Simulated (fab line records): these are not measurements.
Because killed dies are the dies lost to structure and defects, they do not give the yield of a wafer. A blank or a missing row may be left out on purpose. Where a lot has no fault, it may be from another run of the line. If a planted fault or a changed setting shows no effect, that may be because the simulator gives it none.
fab line records	flow nand_harc	part 1 of 2: steps 1 to 4 of 6
record lots=24	wafers=72	last_day=33
route steps=1302 shown P_BONDPAD@372 A_ZERO_WELL@411 A_ONON_D1@447 A_CHANNEL_HOLE_D1@450
lots untouched by any fault: they come from a run of this same line in which no faults occurred
start_h: start of the lot's first displayed wafer, in hours after the record's first day	wait_h: hours from the lot's prior step to this one	" same as the row above	L1.1+2: several wafers, shown together as one row	- no value, or no start given	* or withheld: withheld	< > ~ a bound
route shown NAME@n: names a module that has steps shown in the file, with the first one's number in the route	usual: mean/standard deviation taken from wafers without a fault	same: alike in all rows	chamber/n: place in a boat	sites: readings site by site	_std_site: standard deviation across them	_edge_site: the outer-site mean with the inner-site mean subtracted	radius_mm: how far each site lies from the wafer's centre	mask NAME#n: copy n	behind: tool/chamber where the wafer was last shaped	hold: reason for holding the lot/hours on hold/outcome of the hold	device: names the non-switching transistor (n, p or np)	end of line: tests of these same wafers at the route's end	step lacking rows: just its recipe	killed: not the wafer's yield, but the dies lost to structure and defects at the first sort	map: the dies of a wafer, with x for killed, . for not killed, _ for no die there
set.NAME: the setting as run; set.NAME@STEP: as run at that earlier step	model.NAME: the simulator's own value behind a step, which no gauge read
the route's steps for a sample of lots (tables are steps, rows are wafers)
services: from which hour (start_h, from the record's first day; less than 0 if before it) a tool's chamber was out of use, for how many hours, and why
## steps
# step NHARC_P_BONDPAD_ETCH_24
# recipe target_depth_a=300	over_etch_frac=0.3	time_s=72.99	ion_energy_ev=150	cf4_flow_sccm=50	n2_flow_sccm=100	ar_flow_sccm=150	rf_w=300	bias_w=100	chemistry=CF4/N2
# usual bias_w=100.04/0.27	drypump_motor_current_A=5.6/0.36	n2_flow_sccm=100.0/0.32	oes_product_au=0.999/0.008	rf_vpp_V=314.8/2.2	showerhead_plenum_p_Torr=2.66/0.12	throttle_valve_pct=19.795/0.0092
lot.wafer	tool	chamber	start_h	wait_h	bias_w	drypump_motor_current_A	n2_flow_sccm	oes_product_au	rf_hours_counter_h	rf_vpp_V	showerhead_plenum_p_Torr	throttle_valve_pct
L074.1	rie_diel-01	0	-	-	99.92	5.8	100.1	1.011	5.3	316.1	2.80	19.789
L074.6	"	3	"	"	99.56	5.2	100.1	1.002	-	312.6	2.46	19.783
L074.5	"	0	"	"	99.87	5.8	100.4	1.002	-	319.1	2.80	19.784
L075.4	rie_diel-01	0	-	-	100.25	5.8	100.1	1.009	5.4	316.6	2.80	19.805
L075.6	"	1	"	"	100.24	5.6	100.1	0.989	-	314.7	2.63	19.804
L075.5	"	2	"	"	99.69	5.7	99.9	1.002	-	313.3	2.61	19.802
L076.3	rie_diel-01	1	-	-	100.20	5.6	99.7	0.986	6.3	313.4	2.63	19.798
L076.1	"	3	"	"	100.28	5.1	100.3	0.994	6.4	308.8	2.46	19.791
L076.4	"	0	"	"	99.84	5.8	99.4	0.991	6.6	317.0	2.80	19.784
L077.3	rie_diel-01	1	-	-	99.96	5.6	100.1	0.996	7.0	315.3	2.63	19.788
L077.5	"	0	"	"	99.95	5.8	100.0	0.993	-	317.2	2.80	19.809
L077.6	"	1	"	"	99.80	5.6	99.9	0.994	-	313.6	2.63	19.813
L078.1	rie_diel-10	0	-	-	100.01	5.1	99.8	0.987	2.6	314.5	2.74	19.798
L078.4	"	3	"	"	100.09	5.4	100.2	1.008	3.0	316.5	2.81	19.796
L078.5	"	0	"	"	100.28	5.1	100.6	1.001	-	316.1	2.74	19.790
L079.3	rie_diel-10	0	189.38	0.1	100.71	5.1	99.8	1.000	2.7	316.6	2.74	19.797
L079.4	"	3	"	"	99.75	5.3	100.3	1.011	-	316.9	2.81	19.795
L079.6	"	0	"	"	100.84	5.1	99.6	0.996	-	315.1	2.74	19.812
L080.1	rie_diel-04	1	190.27	0.1	99.76	5.2	100.5	0.999	0.1	317.9	2.77	19.793
L080.5	"	0	"	"	100.39	6.0	100.3	0.999	-	310.8	2.47	19.804
L080.6	"	1	"	"	100.08	5.2	100.0	0.989	-	315.7	2.77	19.797
L081.1	rie_diel-01	1	202.57	0.1	99.70	5.6	100.1	0.983	9.6	313.7	2.63	19.782
L081.2	"	2	"	"	100.10	5.7	100.4	1.017	9.5	313.9	2.60	19.814
L081.5	"	1	"	"	99.99	5.6	100.1	0.988	-	313.6	2.63	19.781
L082.3	rie_diel-10	2	-	-	99.88	6.1	100.2	1.013	4.0	314.7	2.67	19.818
L082.1	"	3	"	"	100.33	5.4	100.8	1.010	4.1	316.6	2.81	19.785
L082.6	"	2	"	"	99.82	6.1	99.9	1.018	-	315.0	2.67	19.777
L083.3	rie_diel-04	1	-	-	99.81	5.2	100.1	0.975	1.2	317.8	2.77	19.789
L083.4	"	2	"	"	99.74	6.2	99.7	1.006	1.4	315.3	2.71	19.802
L083.1	"	3	"	"	100.44	4.9	100.3	0.992	1.4	314.9	2.65	19.802
L084.3	rie_diel-10	1	-	-	100.51	5.8	100.2	0.992	4.1	317.1	2.78	19.798
L084.1	"	3	"	"	100.29	5.4	99.9	1.006	4.7	317.6	2.81	19.795
L084.2	"	0	"	"	99.85	5.1	100.0	0.992	4.3	316.8	2.74	19.792
L085.3	rie_diel-01	2	-	-	99.87	5.7	100.3	0.991	0.7	314.4	2.60	19.778
L085.6	"	3	"	"	100.75	5.2	100.2	0.998	-	311.5	2.46	19.795
L085.5	"	0	"	"	100.23	5.8	100.0	1.002	-	317.5	2.80	19.787
L086.2	rie_diel-04	1	-	-	100.10	5.2	99.7	0.989	2.0	317.1	2.77	19.808
L086.6	"	0	"	"	100.47	5.9	100.4	1.016	-	311.7	2.47	19.803
L086.5	"	1	"	"	99.93	5.2	99.8	0.998	-	315.9	2.77	19.807
L087.4	rie_diel-04	2	-	-	100.09	6.2	100.3	1.006	2.8	315.2	2.71	19.789
L087.3	"	0	"	"	100.20	5.9	100.2	1.011	3.2	311.0	2.47	19.795
L087.5	"	2	"	"	99.47	6.2	100.4	1.012	-	315.5	2.71	19.792
L088.2	rie_diel-01	3	-	-	100.18	5.2	100.2	0.997	3.0	311.7	2.46	19.789
L088.6	"	2	"	"	100.32	5.7	99.9	0.984	-	314.2	2.60	19.802
L088.5	"	3	"	"	100.16	5.2	100.0	1.000	-	311.3	2.46	19.800
L089.4	rie_diel-01	2	-	-	99.80	5.8	100.1	0.994	3.2	314.8	2.60	19.785
L089.2	"	3	"	"	100.30	5.2	99.8	0.996	3.1	313.0	2.46	19.791
L089.1	"	0	"	"	100.16	5.8	100.0	1.000	3.9	317.5	2.80	19.798
L090.1	rie_diel-04	0	-	-	100.11	6.0	100.3	1.013	5.0	312.4	2.47	19.804
L090.4	"	2	"	"	99.99	6.2	99.9	1.013	4.5	315.5	2.71	19.785
L090.2	"	3	"	"	100.29	4.9	99.6	1.007	5.1	313.2	2.64	19.789
L091.3	rie_diel-01	2	-	-	99.71	5.7	100.0	0.987	3.8	314.2	2.60	19.784
L091.2	"	3	"	"	99.98	5.2	100.1	0.995	3.5	311.8	2.46	19.814
L091.4	"	1	"	"	99.86	5.6	100.0	0.987	4.3	313.6	2.63	19.809
L092.1	rie_diel-10	0	-	-	100.27	5.1	100.0	1.004	1.8	316.6	2.74	19.790
L092.3	"	1	"	"	99.70	5.8	99.9	0.992	1.6	317.5	2.78	19.795
L092.6	"	3	"	"	99.73	5.3	99.7	1.004	-	316.9	2.81	19.802
L093.4	rie_diel-04	2	-	-	100.19	6.2	99.8	1.008	6.4	316.1	2.70	19.802
L093.6	"	0	"	"	99.92	5.9	100.3	1.001	-	312.0	2.47	19.795
L093.5	"	1	"	"	100.36	5.2	99.7	1.000	-	316.4	2.77	19.797
L094.2	rie_diel-01	3	339.77	0.2	100.02	5.1	99.8	1.008	5.1	311.5	2.45	19.795
L094.1	"	0	"	"	100.10	5.8	100.4	0.995	5.9	315.9	2.80	19.805
L094.4	"	0	"	"	99.91	5.8	100.4	0.995	-	316.8	2.80	19.785
L095.3	rie_diel-01	0	340.71	0.1	99.93	5.8	100.4	0.999	6.0	315.6	2.80	19.786
L095.1	"	3	"	"	100.03	5.2	100.0	0.997	5.2	311.8	2.45	19.803
L095.4	"	2	"	"	99.95	5.7	99.6	1.010	-	314.1	2.60	19.787
L096.3	rie_diel-01	1	-	-	99.88	5.6	99.6	0.994	6.7	314.0	2.63	19.802
L096.1	"	2	"	"	99.81	5.7	99.9	1.005	7.7	313.2	2.60	19.795
L096.5	"	0	"	"	100.19	5.7	100.1	0.998	-	319.0	2.80	19.791
L097.3	rie_diel-10	2	-	-	99.52	6.0	100.5	0.993	3.2	313.9	2.66	19.799
L097.4	"	3	"	"	100.15	5.4	98.9	1.003	3.3	317.3	2.81	19.812
L097.5	"	1	"	"	100.41	5.8	99.7	0.992	-	317.0	2.78	19.798
# step NHARC_P_BONDPAD_ANNEAL_28
# recipe temp_c=225	time_s=90
# usual anneal_temp_c_max=226.26/0.24	wafer_temp_C_max=225.9/0.45
lot.wafer	tool	chamber	start_h	wait_h	anneal_temp_c_max	wafer_temp_C_max
L074.1	rtp_anneal-01	0	145.53	0.3	226.55	226.0
L074.5	"	0	"	"	226.42	226.2
L074.6	"	0	"	"	226.22	226.1
L075.4	rtp_anneal-01	0	147.57	-	226.36	226.8
L075.5	"	0	"	"	226.16	226.4
L075.6	"	0	"	"	226.34	226.0
L076.1	rtp_anneal-01	0	160.97	-	226.35	226.2
L076.3	"	0	"	"	226.06	226.3
L076.4	"	0	"	"	226.03	226.0
L077.3	rtp_anneal-01	0	166.36	-	226.17	225.8
L077.5	"	0	"	"	226.11	226.1
L077.6	"	0	"	"	226.27	226.5
L078.1	rtp_anneal-01	0	177.37	-	226.69	226.3
L078.4	"	0	"	"	225.93	225.9
L078.5	"	0	"	"	225.84	226.2
L079.3	rtp_anneal-02	0	190.61	-	226.07	225.5
L079.4	"	0	"	"	226.11	225.3
L079.6	"	0	"	"	226.06	225.4
L080.1	rtp_anneal-02	0	191.41	-	226.77	225.6
L080.5	"	0	"	"	226.37	225.8
L080.6	"	0	"	"	226.12	225.6
L081.1	rtp_anneal-02	0	203.71	0.3	226.53	225.2
L081.2	"	0	"	"	226.90	225.6
L081.5	"	0	"	"	225.95	225.7
L082.1	rtp_anneal-01	0	216.87	-	226.53	226.0
L082.3	"	0	"	"	226.38	226.1
L082.6	"	0	"	"	226.29	225.9
L083.1	rtp_anneal-01	0	229.13	0.3	226.50	226.1
L083.3	"	0	"	"	226.31	226.3
L083.4	"	0	"	"	226.39	226.1
L084.1	rtp_anneal-01	0	235.61	0.3	226.20	227.1
L084.2	"	0	"	"	226.19	226.2
L084.3	"	0	"	"	226.19	226.5
L085.3	rtp_anneal-02	0	246.04	0.3	225.93	225.6
L085.5	"	0	"	"	226.47	225.9
L085.6	"	0	"	"	226.15	226.0
L086.2	rtp_anneal-02	0	253.97	0.3	226.76	225.6
L086.5	"	0	"	"	226.20	225.4
L086.6	"	0	"	"	226.54	225.4
L087.3	rtp_anneal-02	0	264.31	0.3	225.73	225.3
L087.4	"	0	"	"	226.00	225.6
L087.5	"	0	"	"	226.16	225.7
L088.2	rtp_anneal-01	0	281.04	0.4	226.01	226.4
L088.5	"	0	"	"	226.17	226.5
L088.6	"	0	"	"	226.01	226.0
L089.1	rtp_anneal-01	0	284.38	-	226.37	226.1
L089.2	"	0	"	"	226.46	226.2
L089.4	"	0	"	"	226.29	226.3
L090.1	rtp_anneal-01	0	296.68	-	226.52	226.5
L090.2	"	0	"	"	226.59	226.3
L090.4	"	0	"	"	226.48	226.6
L091.2	rtp_anneal-02	0	306.58	0.4	226.28	225.5
L091.3	"	0	"	"	226.60	225.2
L091.4	"	0	"	"	226.18	225.5
L092.1	rtp_anneal-02	0	317.94	0.3	226.67	225.0
L092.3	"	0	"	"	226.24	225.5
L092.6	"	0	"	"	226.44	225.3
L093.4	rtp_anneal-02	0	322.30	-	226.49	225.5
L093.5	"	0	"	"	226.28	225.5
L093.6	"	0	"	"	226.28	225.5
L094.1	rtp_anneal-01	0	340.91	-	226.08	225.9
L094.2	"	0	"	"	226.03	226.5
L094.4	"	0	"	"	226.28	226.3
L095.1	rtp_anneal-01	0	341.87	0.3	226.29	226.5
L095.3	"	0	"	"	226.20	226.2
L095.4	"	0	"	"	226.34	226.7
L096.1	rtp_anneal-02	0	362.21	-	225.72	225.4
L096.3	"	0	"	"	225.76	225.4
L096.5	"	0	"	"	225.82	225.3
L097.3	rtp_anneal-02	0	370.24	0.3	226.10	225.4
L097.4	"	0	"	"	226.27	225.5
L097.5	"	0	"	"	226.24	225.2
# step NHARC_A_ZERO_WELL_RTA_16
# recipe temp_c=1000	time_s=10
# usual anneal_temp_c_max=1006.0/1.1	lamp_power_pct=29.8/0.64	wafer_temp_C_max=1003.4/1.7
lot.wafer	tool	chamber	start_h	wait_h	anneal_temp_c_max	lamp_power_pct	wafer_temp_C_max
L074.1	rtp_anneal-02	0	149.13	-	1006.6	30.2	1001.7
L074.5	"	0	"	"	1005.7	30.2	1001.8
L074.6	"	0	"	"	1005.9	30.2	1002.4
L075.4	rtp_anneal-01	0	151.01	-	1004.8	28.9	1005.4
L075.5	"	0	"	"	1006.5	29.0	1004.8
L075.6	"	0	"	"	1006.3	28.9	1006.6
L076.1	rtp_anneal-02	0	164.48	-	1007.2	30.3	1003.2
L076.3	"	0	"	"	1005.9	30.3	1003.1
L076.4	"	0	"	"	1005.2	30.3	1002.0
L077.3	rtp_anneal-01	0	169.67	-	1006.0	28.9	1004.6
L077.5	"	0	"	"	1005.3	28.9	1004.9
L077.6	"	0	"	"	1006.6	28.9	1008.8
L078.1	rtp_anneal-01	0	180.86	-	1005.8	29.0	1005.9
L078.4	"	0	"	"	1005.6	28.9	1007.1
L078.5	"	0	"	"	1006.0	28.9	1004.3
L079.3	rtp_anneal-02	0	193.91	-	1006.8	30.3	1002.5
L079.4	"	0	"	"	1005.3	30.3	1001.3
L079.6	"	0	"	"	1004.6	30.3	1002.3
L080.1	rtp_anneal-01	0	195.31	-	1005.9	28.9	1004.1
L080.5	"	0	"	"	1004.4	28.9	1004.1
L080.6	"	0	"	"	1005.8	28.9	1006.0
L081.1	rtp_anneal-02	0	207.18	-	1005.8	30.2	1001.4
L081.2	"	0	"	"	1006.0	30.3	1001.8
L081.5	"	0	"	"	1007.6	30.3	1002.8
L082.1	rtp_anneal-02	0	220.35	-	1006.2	30.2	1002.5
L082.3	"	0	"	"	1005.6	30.2	1002.9
L082.6	"	0	"	"	1006.2	30.2	1002.2
L083.1	rtp_anneal-02	0	232.73	-	1005.6	30.3	1001.7
L083.3	"	0	"	"	1005.1	30.2	1002.7
L083.4	"	0	"	"	1007.3	30.3	1002.7
L084.1	rtp_anneal-01	0	239.12	-	1006.2	28.9	1006.2
L084.2	"	0	"	"	1004.3	28.9	1004.1
L084.3	"	0	"	"	1005.7	28.9	1005.6
L085.3	rtp_anneal-02	0	249.47	-	1005.3	30.2	1002.7
L085.5	"	0	"	"	1005.8	30.2	1002.6
L085.6	"	0	"	"	1006.3	30.3	1002.9
L086.2	rtp_anneal-02	0	257.34	-	1006.9	30.2	1002.5
L086.5	"	0	"	"	1006.4	30.3	1002.1
L086.6	"	0	"	"	1005.6	30.2	1002.1
L087.3	rtp_anneal-02	0	267.76	-	1005.8	30.3	1001.7
L087.4	"	0	"	"	1007.1	30.2	1001.5
L087.5	"	0	"	"	1008.7	30.3	1002.4
L088.2	rtp_anneal-02	0	284.51	-	1008.9	30.3	1002.4
L088.5	"	0	"	"	1008.3	30.3	1002.0
L088.6	"	0	"	"	1006.3	30.3	1001.6
L089.1	rtp_anneal-02	0	287.82	-	1005.6	30.3	1003.2
L089.2	"	0	"	"	1006.1	30.3	1002.8
L089.4	"	0	"	"	1004.9	30.3	1002.3
L090.1	rtp_anneal-02	0	300.02	-	1004.9	30.3	1003.1
L090.2	"	0	"	"	1004.0	30.3	1003.1
L090.4	"	0	"	"	1006.5	30.3	1002.9
L091.2	rtp_anneal-02	0	310.14	-	1004.9	30.3	1002.4
L091.3	"	0	"	"	1005.7	30.3	1002.4
L091.4	"	0	"	"	1008.3	30.3	1001.6
L092.1	rtp_anneal-01	0	321.42	-	1004.1	28.8	1005.4
L092.3	"	0	"	"	1006.2	28.9	1006.2
L092.6	"	0	"	"	1006.3	28.9	1005.2
L093.4	rtp_anneal-02	0	325.69	-	1005.8	30.2	1001.7
L093.5	"	0	"	"	1005.4	30.3	1002.1
L093.6	"	0	"	"	1007.2	30.3	1002.7
L094.1	rtp_anneal-01	0	344.41	-	1005.5	28.9	1008.6
L094.2	"	0	"	"	1005.2	28.9	1005.8
L094.4	"	0	"	"	1004.9	29.0	1004.6
L095.1	rtp_anneal-02	0	345.18	-	1005.7	30.3	1002.1
L095.3	"	0	"	"	1005.8	30.2	1002.4
L095.4	"	0	"	"	1006.5	30.2	1002.6
L096.1	rtp_anneal-01	0	365.67	-	1005.7	28.9	1005.0
L096.3	"	0	"	"	1005.9	28.9	1003.0
L096.5	"	0	"	"	1005.9	29.0	1006.4
L097.3	rtp_anneal-02	0	373.65	-	1006.7	30.3	1002.3
L097.4	"	0	"	"	1007.2	30.3	1002.0
L097.5	"	0	"	"	1006.9	30.3	1002.8
# step NHARC_A_ONON_D1_THK_MEAS_34
# recipe thk_meas_gauge=ellipsometry
# usual thk_nm=199.9/2.6
lot.wafer	tool	chamber	start_h	wait_h	thk_nm
L075.4	film_metro-02	-	182.02	-	197.5
L075.5	"	-	"	"	201.4
L075.6	"	-	"	"	202.6
L074.1	film_metro-01	-	182.03	-	197.6
L074.5	"	-	"	"	206.3
L074.6	"	-	"	"	202.2
L077.3	film_metro-02	-	200.37	-	199.9
L077.5	"	-	"	"	199.4
L077.6	"	-	"	"	202.2
L076.1	film_metro-01	-	200.50	-	201.1
L076.3	"	-	"	"	200.0
L076.4	"	-	"	"	203.5
L078.1	film_metro-02	-	217.37	-	199.4
L078.4	"	-	"	"	200.4
L078.5	"	-	"	"	201.4
L079.3	film_metro-01	-	229.73	-	201.0
L079.4	"	-	"	"	204.8
L079.6	"	-	"	"	203.8
L080.1	film_metro-01	-	229.77	-	201.2
L080.5	"	-	"	"	203.0
L080.6	"	-	"	"	204.5
L081.1	film_metro-02	-	250.67	-	199.0
L081.2	"	-	"	"	196.6
L081.5	"	-	"	"	196.5
L082.1	film_metro-01	-	256.27	-	198.6
L082.3	"	-	"	"	196.8
L082.6	"	-	"	"	198.3
L083.1	film_metro-02	-	269.73	-	199.7
L083.3	"	-	"	"	200.7
L083.4	"	-	"	"	198.7
L084.1	film_metro-01	-	275.56	-	198.4
L084.2	"	-	"	"	198.6
L084.3	"	-	"	"	200.0
L085.3	film_metro-02	-	286.80	-	201.5
L085.5	"	-	"	"	202.8
L085.6	"	-	"	"	202.2
L086.2	film_metro-02	-	290.57	0.5	198.9
L086.5	"	-	"	"	201.2
L086.6	"	-	"	"	201.2
L087.3	film_metro-01	-	301.33	-	197.5
L087.4	"	-	"	"	201.1
L087.5	"	-	"	"	201.5
L088.2	film_metro-02	-	319.91	-	197.5
L088.5	"	-	"	"	201.3
L088.6	"	-	"	"	199.3
L089.1	film_metro-02	-	320.10	-	199.4
L089.2	"	-	"	"	200.7
L089.4	"	-	"	"	203.0
L090.1	film_metro-02	-	335.58	-	196.5
L090.2	"	-	"	"	196.0
L090.4	"	-	"	"	201.6
L091.2	film_metro-01	-	347.62	-	195.3
L091.3	"	-	"	"	195.4
L091.4	"	-	"	"	198.8
L093.4	film_metro-02	-	356.71	-	200.8
L093.5	"	-	"	"	198.4
L093.6	"	-	"	"	199.7
L092.1	film_metro-01	-	356.71	-	197.9
L092.3	"	-	"	"	200.5
L092.6	"	-	"	"	202.5
L094.1	film_metro-01	-	379.43	-	197.4
L094.2	"	-	"	"	198.3
L094.4	"	-	"	"	201.9
L095.1	film_metro-01	-	379.58	-	198.8
L095.3	"	-	"	"	196.9
L095.4	"	-	"	"	201.8
L096.1	film_metro-01	-	401.30	-	196.7
L096.3	"	-	"	"	196.9
L096.5	"	-	"	"	197.2
L097.3	film_metro-01	-	409.24	-	199.1
L097.4	"	-	"	"	200.2
L097.5	"	-	"	"	198.8
